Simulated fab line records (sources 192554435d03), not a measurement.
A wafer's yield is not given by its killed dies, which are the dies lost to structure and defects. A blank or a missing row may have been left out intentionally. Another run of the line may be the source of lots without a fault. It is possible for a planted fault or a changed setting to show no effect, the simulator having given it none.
fab line records    flow n5Finfet
[record] lots = 5  wafers = 15  lastDay = 19
route steps=1938 shown BEOL_M2@921 BEOL_M3@931 BEOL_M4@1111
lots with no fault: from the same line, run without faults
startH: the number of hours between the record's first day and the start of the first shown wafer of the lot    waitH: hours elapsed since this lot's preceding step    " identical to the entry in the row above    L1.1+2: a single row standing in for several wafers    - no value present, or no start provided    * or withheld: withheld    < > ~ a bound
route shown NAME@n: a module of which the file shows steps, and the number in the route of the first    usual: the fault-free wafers' mean and standard deviation    same: alike in all rows    chamber/n: place in a boat    sites: each site's reading    _std_site: the values' standard deviation    _edge_site: mean of outer sites minus mean of inner sites    radiusMm: for every site, how far away it sits from the centre of the wafer    mask NAME#n: copy n    behind: the most recent tool/chamber to have shaped the wafer    hold: why the lot went on hold/how many hours it stayed there/how the hold came to an end    device: the transistor (n, p or np) that didn't switch    end of line: the same wafers' tests at the end of the route    a step without rows: its recipe alone    killed: count of dies lost to structure and defects at first sort (not the wafer's yield)    map: shows each die of a wafer: x if killed, . if not, _ if none is there
set.NAME: the setting the step ran with; set.NAME@STEP: the setting that earlier step ran with    model.NAME: the simulator's own value behind a step, which no gauge read
lots seen at some steps along the route; tables by step, rows by wafer
services: the hour from which a tool's chamber was out of use, counted from the record's first day as startH (under 0 if before that day), plus the number of hours and why
[[steps]]
[step N5_BEOL_M2_ECD_50]
[recipe] material = Cu  targetThkA = 3000
[step N5_BEOL_M2_ANNEAL_51]
[recipe] tempC = 225  timeS = 90  ambient = N2
[step N5_BEOL_M2_CMP_52]
[recipe] stopOn = SiOC  tOverpolishS = 6.8  downForcePsi = 1  platenRpm = 50  clearingPlatenDownForcePsi = 1.5  clearingPlatenRpm = 50  postCmpClean = cuAlkaline  targetThkNm = 40  clearingPlatenPadVelocityMS = 0.99484  padVelocityMS = 0.99484
[step N5_BEOL_M2_PRE_CLEAN_60]
[recipe] gas = NH3/H2  timeS = 15  tempC = *  rfPowerW = 300
[step N5_BEOL_M2_CO_CAP_55]
[recipe] material = Co  targetThkA = 20  tempC = 200  precursor = CCTBA/H2  pressureTorr = 30  timeS = 102.1
[step N5_BEOL_M2_PRE_CLEAN_56]
[recipe] gas = NH3  timeS = 15  tempC = withheld  rfPowerW = 300
[step N5_BEOL_M2_DEP_57]
[recipe] material = SiCN  targetThkA = 80  tempC = withheld  precursor = 3MS/NH3  pressureTorr = 3  rfW = 202  timeS = 14
[step N5_BEOL_M3_ILD_DEP_00]
[recipe] material = SiOC  targetThkA = 790  tempC = 350  precursor = DEMS/O2  pressureTorr = 5  rfW = 500  timeS = 15.3
[step N5_BEOL_M3_PECVD_72]
[recipe] material = SiO2  targetThkA = 160  tempC = 400  precursor = TEOS/O2  pressureTorr = 5.5  rfW = 450  teosFlowSccm = 53.8  gas = O2  flowSccm = 3000  timeS = 18
[usual] heaterPowerW = 720/80  showerheadPlenumPTorr = 8.80/0.046  throttleValvePct = 22.4/1.4
lot.wafer  tool      chamber  startH  waitH  heaterPowerW  showerheadPlenumPTorr  throttleValvePct  model.SiO2_of_BEOL_M3_PECVD_72.thkNm
L578.1     pecvd-03  0        196.04  0.0    804           8.83                   24.3              23.6
L578.2     "         1        "       "      621           8.83                   22.2              16
L578.3     "         2        "       "      577           8.81                   22.4              15.4
L579.1     pecvd-03  1        207.49  0.0    653           8.80                   22.2              24
L579.4     "         1        "       "      667           8.82                   22.4              16
L579.6     "         1        "       "      656           8.83                   22.1              24
L580.2     pecvd-03  0        208.05  0.0    816           8.82                   24.4              15.4
L580.3     "         1        "       "      682           8.85                   22.4              16
L580.5     "         0        "       "      822           8.83                   24.1              23.6
L589.3     pecvd-02  0        277.60  0.0    767           8.74                   24.4              16
L589.5     "         2        "       "      858           8.69                   20.7              16.4
L589.6     "         1        "       "      771           8.80                   21.8              16
L591.2     pecvd-03  0        297.97  0.0    810           8.82                   24.8              15.6
L591.3     "         1        "       "      641           8.83                   22.1              15.8
L591.6     "         1        "       "      634           8.83                   22.3              16
[step N5_BEOL_M3_HM_DEP_02]
[recipe] material = TiN  targetThkA = 200  tempC = 25  chamberPressurePa = 0.49996
[step N5_BEOL_M3_COAT_61]
[recipe] resist = SOC  tempC = 250  timeS = 60  spinRpm = 1500  resistThkNm = 60
[step N5_BEOL_M3_COAT_62]
[recipe] resist = SiARC  tempC = 220  timeS = 60  spinRpm = 1500  resistThkNm = 12
[step N5_BEOL_M3_COAT_73]
[recipe] resist = underlayer  tempC = 205  timeS = 60  spinRpm = 1500  resistThkNm = 5
[step N5_BEOL_M3_COAT_05]
[recipe] resist = CAR-EUV  spinRpm = 1500  resistThkNm = 30
[step N5_BEOL_M3_EBR_07]
[recipe] solvent = PGMEA  ebrWidthMm = 1.5
[step N5_BEOL_M3_SOFTBAKE_06]
[recipe] tempC = 110  timeS = 60  resist = CAR-EUV
[step N5_BEOL_M3_EXPOSE_08]
[recipe] maskId = M3  na = 0.33  sourceShape = dipole  sigmaInner = 0.369  sigmaOuter = 0.767  polarization = unpolarized  doseMj = 33
[step N5_BEOL_M3_PEB_09]
[recipe] pebTempC = 100  pebTimeS = 60  resist = CAR-EUV
[step N5_BEOL_M3_DEVELOP_10]
[recipe] developTimeS = 30  developer = TMAH  resist = CAR-EUV  rinseLiquid = surfactantRinse  dry = airSpin  devTempC = 23
[step N5_BEOL_M3_DESCUM_16]
[recipe] chemistry = O2  timeS = 7  sourcePowerW = 50  biasPowerW = 20  pressureMtorr = 20  rfFrequencyHz = 2.712e+07  tempC = 40  resist = CAR-EUV  o2FlowSccm = 225
[step N5_BEOL_M3_ETCH_74]
[recipe] chemistry = N2/H2  target = underlayer  targetDepthA = 65  maskMaterial = CAR-EUV  timeS = 5.2  ionEnergyEv = 200  pressureMtorr = 30  sourceW = 840  biasW = 150  n2FlowSccm = 200  h2FlowSccm = 200  ends = cleared
[step N5_BEOL_M3_ETCH_63]
[recipe] chemistry = CF4  target = SiARC  targetDepthA = 156  maskMaterial = CAR-EUV  timeS = 26  ionEnergyEv = 80  pressureMtorr = 40  sourceW = 545  biasW = 36  Ar_flow_sccm = 100  cf4FlowSccm = 100  ends = cleared
[step N5_BEOL_M3_ETCH_64]
[recipe] chemistry = N2/H2  target = SOC  targetDepthA = 750  overetchA = 150  maskMaterial = SiARC  tempC = 40  timeS = 112.5  ionEnergyEv = 200  pressureMtorr = 30  sourceW = 840  biasW = 150  n2FlowSccm = 200  h2FlowSccm = 200
[step N5_BEOL_M3_STRIP_65]
[recipe] chemistry = N2/H2  tempC = 40  n2FlowSccm = 200  h2FlowSccm = 200  rfFrequencyHz = 6e+07
[step N5_BEOL_M3_STRIP_75]
[recipe] chemistry = N2/H2  tempC = 40  n2FlowSccm = 200  h2FlowSccm = 200  rfFrequencyHz = 6e+07
[step N5_BEOL_M3_STRIP_66]
[recipe] chemistry = CF4  resist = SiARC  powerW = 300  biasPowerW = 75  pressureMtorr = 50  cf4FlowSccm = 150  rfFrequencyHz = 6e+07
[step N5_BEOL_M3_HM_OPEN_17]
[recipe] chemistry = Cl2/BCl3  targetDepthA = 200  overetchA = 60  target = TiN  maskMaterial = SOC  ionEnergyEv = 150  pressureMtorr = 10  icpW = 1000  biasW = 126  Cl2_flow_sccm = 53.25  bcl3FlowSccm = 21.75  Ar_flow_sccm = 25
[step N5_BEOL_M3_STRIP_19]
[recipe] chemistry = O2  powerW = 400  tempC = 40  pressureMtorr = 30  rfFrequencyHz = 6e+07  biasPowerW = 0  overashFraction = 0.2  o2FlowSccm = 225
[step N5_BEOL_M3_COAT_67]
[recipe] resist = SOC  tempC = 250  timeS = 60  spinRpm = 1500  resistThkNm = 60
[step N5_BEOL_M3_COAT_68]
[recipe] resist = SiARC  tempC = 220  timeS = 60  spinRpm = 1500  resistThkNm = 12
[step N5_BEOL_M3_COAT_76]
[recipe] resist = underlayer  tempC = 205  timeS = 60  spinRpm = 1500  resistThkNm = 5
[step N5_BEOL_M3_COAT_22]
[recipe] resist = CAR-EUV  spinRpm = 1500  resistThkNm = 30
[step N5_BEOL_M3_EBR_24]
[recipe] solvent = PGMEA  ebrWidthMm = 1.5
[step N5_BEOL_M3_SOFTBAKE_23]
[recipe] tempC = 110  timeS = 60  resist = CAR-EUV
[step N5_BEOL_M3_HM_STRIP_39]
[recipe] chemistry = peroxideTinStrip  material = TiN  targetDepthA = 250  tempC = 50  timeS = 158
lot.wafer  tool         chamber  startH  waitH  model.SiO2_of_BEOL_M3_PECVD_72.thkNm
L578.1     wetBench-02  6        202.36  0.0    23.4
L578.2     "            5        "       "      15.8
L578.3     "            1        "       "      15.4
L580.2     wetBench-03  2        214.19  0.0    15.4
L580.3     "            3        "       "      15.8
L580.5     "            4        "       "      23.4
L579.1+6   wetBench-01  1,7      225.40  0.0    23.8
L579.4     "            3        "       "      15.8
L589.3+6   wetBench-01  6,7      285.26  0.0    15.8
L589.5     "            2        "       "      16.2
L591.2     wetBench-03  0        301.64  0.0    15.4
L591.3     "            7        "       "      15.8
L591.6     "            6        "       "      16
[step N5_BEOL_M3_CMP_52]
[recipe] stopOn = SiOC  tOverpolishS = 6.8  downForcePsi = 1  platenRpm = 50  clearingPlatenDownForcePsi = 1.5  clearingPlatenRpm = 50  postCmpClean = cuAlkaline  targetThkNm = 40  clearingPlatenPadVelocityMS = 0.99484  padVelocityMS = 0.99484
[usual] barrierFieldEndpointS = 24.5/0.6  motorCurrentA = 6.0/0.91  slurryFlowMlMin = 150.1/0.43
lot.wafer  tool    chamber  startH  waitH  barrierFieldEndpointS  motorCurrentA  slurryFlowMlMin
L578.1     cmp-01  0        207.77  0.3    33.3                   5.3            150.0
L578.2     "       1        "       "      25.2                   6.1            149.3
L578.3     "       2        "       "      23.8                   5.5            150.7
L580.3     cmp-03  0        225.46  0.3    23.8                   8.3            149.4
L580.2     "       1        "       "      23.3                   5.9            149.9
L580.5     "       0        "       "      33.3                   8.0            149.6
L579.1     cmp-02  3        230.00  0.3    34.0                   6.3            150.2
L579.4     "       0        "       "      24.5                   6.5            150.7
L579.6     "       2        "       "      33.9                   5.9            150.7
L589.3     cmp-03  0        291.15  0.3    25.2                   7.5            149.8
L589.6     "       1        "       "      25.2                   6.0            150.0
L589.5     "       2        "       "      25.6                   6.2            150.2
L591.2     cmp-01  2        305.32  0.2    23.8                   5.9            149.7
L591.3     "       3        "       "      25.7                   5.3            149.6
L591.6     "       1        "       "      25.0                   6.0            150.0
[step N5_BEOL_M4_RC_MEAS_101]
[usual] DIBL_N = 35.1/1.6  DIBL_P = 34.9/1.8  IOFF_N = 0.143/0.026  IOFF_P = 0.21/0.037  ION_N = 671/11  ION_P = 463/7.8  SS_N = 71.2/0.58  SS_P = 73.0/0.54  VT_N = 251/3  VT_P = -250/4.1
lot.wafer  tool       chamber  startH  waitH  DIBL_N[mV/V]  DIBL_P[mV/V]  IOFF_N[nA/um]  IOFF_P[nA/um]  ION_N[uA/um]  ION_P[uA/um]  SS_N[mV/dec]  SS_P[mV/dec]  VT_N[mV]  VT_P[mV]
L578.1     prober-01  0        230.26  0.0    35.8          34.6          0.127          0.18           659           463           71.6          73.2          256       -250
L578.2     "          0        "       "      36.2          36.5          0.135          0.23           663           466           71.8          74.0          252       -247
L578.3     "          0        "       "      36.0          36.9          0.143          0.23           680           468           71.4          73.0          252       -247
L580.2     prober-01  0        246.44  0.2    35.9          35.2          0.157          0.22           681           470           71.5          73.1          248       -247
L580.3     "          0        "       "      35.5          35.7          0.158          0.22           680           469           70.7          73.0          248       -250
L580.5     "          0        "       "      34.0          33.5          0.136          0.18           678           462           70.5          72.5          251       -249
L579.1     prober-02  0        248.35  0.0    36.0          35.9          0.159          0.22           675           464           71.9          72.9          251       -250
L579.4     "          0        "       "      36.1          35.9          0.161          0.22           676           470           71.7          73.7          249       -250
L579.6     "          0        "       "      34.4          34.1          0.135          0.19           672           458           70.9          72.9          251       -255
L589.3     prober-01  0        318.04  0.3    37.0          37.2          0.151          0.23           654           459           72.1          73.3          251       -246
L589.5     "          0        "       "      36.2          35.3          0.142          0.21           663           463           71.6          72.9          251       -250
L589.6     "          0        "       "      32.8          32.6          0.102          0.17           661           468           70.6          72.5          256       -249
L591.2     prober-02  0        331.17  0.2    36.4          37.7          0.172          0.23           687           467           71.1          73.7          247       -249
L591.3     "          0        "       "      36.6          38.5          0.183          0.24           691           461           71.9          74.1          248       -250
L591.6     "          0        "       "      36.3          37.8          0.191          0.23           674           461           71.6          73.0          244       -250
[[services]]
tool      chamber  startH  hours  kind
pecvd-03  2        172.77  6.1    repair
cmp-03    -        173.24  4.4    repair
pecvd-03  2        178.89  2.1    scheduledDown
cmp-02    -        190.77  2.5    repair
pecvd-02  2        194.93  2.1    scheduledDown
pecvd-03  2        202.38  -      clean
pecvd-03  2        202.38  -      consumableReplace:showerhead
pecvd-03  2        202.38  29.0   scheduledDown
pecvd-03  2        202.38  29.0   ventCycle
cmp-03    -        203.97  4.0    pm
cmp-03    -        207.97  -      consumableReplace:conditioner
cmp-03    -        207.97  -      consumableReplace:pad
cmp-01    -        237.79  4.5    repair
cmp-03    -        248.53  0.6    repair
pecvd-02  -        250.45  0.5    repair
cmp-01    -        271.38  4.5    repair
[[key]]
[firstSign] step = N5_BEOL_M3_CMP_52  reading = barrierFieldEndpointS  direction = up  sigmas = 15  usual = 24.5  struck = 33.6
effect none on later readings
[modelEffect] step = N5_BEOL_M3_PECVD_72  value = SiO2_of_BEOL_M3_PECVD_72.thkNm  without = 15.9  struck = 23.8
[modelEffect] step = N5_BEOL_M3_HM_STRIP_39  value = SiO2_of_BEOL_M3_PECVD_72.thkNm  without = 15.75  struck = 23.6
metAt N5_BEOL_M3_PECVD_72
struckWafers L578.1,L579.1,L579.6,L580.5
[fault] kind = processParameterDrift  tool = pecvd-03  chamber = -  onsetH = 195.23  steps = N5_BEOL_M3_PECVD_72  channel = timeS  offset = *  shape = step  endH = 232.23  scope = struckWafersOnly  actsIn = *  stated = *
